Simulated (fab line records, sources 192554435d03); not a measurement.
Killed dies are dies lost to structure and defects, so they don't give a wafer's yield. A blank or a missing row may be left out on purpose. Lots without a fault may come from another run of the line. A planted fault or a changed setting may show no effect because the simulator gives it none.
Split-lot experiment | flow n5_finfet | 7 lots, 21 wafers read, on a route of 1938 steps

THE SPLIT
At N5_BEOL_M11_ETCH_62 (etches SOC in N2/H2, target depth 110 nm, overetch 22 nm, time 165 s), the setting time_s was moved away from the recipe's 165 s on 10 of the 21 wafers read, by -18.5% to +18.9%. The other wafers ran this setting at the recipe's value.

The reading is taken at the split's own step.

THE READING
SiARC_of_BEOL_M11_COAT_60.thk_nm (the simulator's own value, which no gauge read), in nm, at N5_BEOL_M11_ETCH_62 (etches SOC in N2/H2, target depth 110 nm, overetch 22 nm, time 165 s). The file gives no usual value for it. The 11 wafers here that ran the recipe average 23.5 nm, standard deviation 0.2 nm.

wafer  | tool, chamber at the split | time_s as run, s | against the recipe | SiARC_of_BEOL_M11_COAT_60.thk_nm, nm | against lot-mates on the recipe
L075.1 | rie_diel-02, 2             | 147.6            | -10.5%             | 24.2                                 | +0.5
L075.3 | rie_diel-02, 0             | 165              | recipe             | 24                                   | -
L075.4 | rie_diel-02, 3             | 165              | recipe             | 23.4                                 | -
L084.3 | rie_diel-04, 2,3,3         | 165              | recipe             | 23.4                                 | -
L084.4 | rie_diel-04, 2,3,3         | 165              | recipe             | 23.4                                 | -
L084.6 | rie_diel-04, 2,3,3         | 165              | recipe             | 23.4                                 | -
L083.1 | rie_diel-04, 0             | 179.8            | +9.0%              | 23                                   | no lot-mate on the recipe
L083.6 | rie_diel-04, 0             | 179.8            | +9.0%              | 23                                   | no lot-mate on the recipe
L083.2 | rie_diel-04, 1             | 179.8            | +9.0%              | 22.6                                 | no lot-mate on the recipe
L089.1 | rie_diel-03, 2             | 165              | recipe             | 23.4                                 | -
L089.2 | rie_diel-03, 1             | 196.2            | +18.9%             | 22                                   | -1.4
L089.4 | rie_diel-03, 1             | 196.2            | +18.9%             | 22                                   | -1.4
L091.4 | rie_diel-03, 0             | 165              | recipe             | 23.4                                 | -
L091.5 | rie_diel-03, 3             | 187.7            | +13.8%             | 22.6                                 | -0.7
L091.6 | rie_diel-03, 1             | 165              | recipe             | 23.2                                 | -
L095.3 | rie_diel-02, 3             | 165              | recipe             | 23.4                                 | -
L095.4 | rie_diel-02, 1             | 135.2            | -18.1%             | 24.6                                 | +1.2
L095.5 | rie_diel-02, 0             | 135.2            | -18.1%             | 25                                   | +1.6
L097.2 | rie_diel-04, 0             | 134.4            | -18.5%             | 24.8                                 | +1.2
L097.4 | rie_diel-04, 2             | 165              | recipe             | 23.6                                 | -
L097.5 | rie_diel-04, 2             | 165              | recipe             | 23.6                                 | -
Where a row lists several chambers, the file gives one row for several wafers and doesn't say which wafer went through which chamber.

THE FIT
A straight line over all 21 wafers: SiARC_of_BEOL_M11_COAT_60.thk_nm changes by -0.0729 nm for each +1% of time_s; r = -0.97; the points scatter about the line by 0.19 nm.
The same after taking each lot's own level away (the mean of its wafers on the recipe; 18 wafers): -0.0699 nm for each +1%; r = -0.98; scatter 0.17 nm.
On that fit, the largest move of time_s shifts the reading by 1.3 nm.
The lots' own levels span 23.30 to 23.70 nm, that is 2.0 times the standard deviation above.
So the lot-to-lot level changes the slope little: the two slopes agree.
Check: with one of the wafers moved furthest among these (+18.9%) left out of the fit, the line predicts -1.29 nm for it against its lot-mates. It came out at -1.4 nm against them.

OTHER SPLITS ON THESE WAFERS
These wafers also went through other splits before the reading. Each is held against what the fit with the lots' levels taken away leaves over:
other split on the same wafers | wafers away from the commonest value | r with SiARC_of_BEOL_M11_COAT_60.thk_nm (lot level and that fit taken away)
N5_BEOL_M10_EXPOSE_08 dose_mj  | 7                                    | +0.02
N5_BEOL_M11_EXPOSE_08 dose_mj  | 7                                    | -0.11

THE WHOLE CHAIN: every reading that the file lists as answering this split, in the file's order
step                   | what it does                                                         | reading                                                                           | change (the file's fit)                                                             | r (the file's)
N5_BEOL_M11_ETCH_62    | etches SOC in N2/H2, target depth 110 nm, overetch 22 nm, time 165 s | SiARC_of_BEOL_M11_COAT_60.thk_nm (the simulator's own value, which no gauge read) | -0.0669 nm for each +1% of the setting                                              | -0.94
N5_BEOL_M11_HM_OPEN_17 | chemistry Cl2/BCl3, target TiN, target depth 20 nm, overetch 6 nm    | etch.depth_nm (the simulator's own value, which no gauge read)                    | not straight: 20.03 at the lowest setting, 20.1 at the recipe, 17.22 at the highest | not given

THE FILE'S OWN FIT
SiARC_of_BEOL_M11_COAT_60.thk_nm changes by -0.0669 nm for each +1% of time_s, r = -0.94.
